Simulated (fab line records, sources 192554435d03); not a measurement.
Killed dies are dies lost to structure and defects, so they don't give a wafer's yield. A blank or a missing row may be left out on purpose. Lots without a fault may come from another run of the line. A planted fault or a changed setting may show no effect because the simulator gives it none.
Chamber matching | flow n5_finfet | N5_BEOL_M15_ILD_DEP_00 on pecvd-04: 3 sister chambers
The step deposits SiO2 from TEOS/O2, target thk 1629.3 nm, time 346.1 s. 3 wafers are shown with their chamber, then 8 later ones without.

WAFERS WITH THEIR CHAMBER
wafer  | chamber | throttle_valve_pct (%)
L087.2 | 2       | 17.8
L087.3 | 1       | 17.4
L089.1 | 0       | 18.5

WAFERS WITHOUT THEIR CHAMBER
wafer  | throttle_valve_pct (%)
L089.4 | 17.1
L089.6 | 18.4
L091.1 | 17.2
L091.2 | 17.7
L091.3 | 18.5
L094.1 | 17.4
L094.3 | 18.0
L094.4 | 18.6

WHICH CHAMBER EACH WENT THROUGH
wafer  | from the rows above     | in truth
L089.4 | 1                       | 1
L089.6 | 0                       | 0
L091.1 | 1                       | 1
L091.2 | can't be placed: 2 or 1 | 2
L091.3 | 0                       | 0
L094.1 | 1                       | 1
L094.3 | can't be placed: 2 or 0 | 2
L094.4 | 0                       | 0
Placed correctly: 6 of 8. Can't be placed from these rows: 2 (the true chamber is among the candidates in 2). Placed wrongly: 0.
How it was worked out, from the rows above alone: a wafer's distance from a chamber is the root of the sum, over the readings, of the square of ((its reading less the chamber's mean) divided by the reading's scatter). The wafer belongs to the nearest chamber; if the next one is less than 2 further off, it can't be placed. A chamber's mean is the mean of its shown wafers. The scatter: with one shown wafer a chamber, the root of the mean of the squares of how far each hidden wafer lies from its nearest shown one.
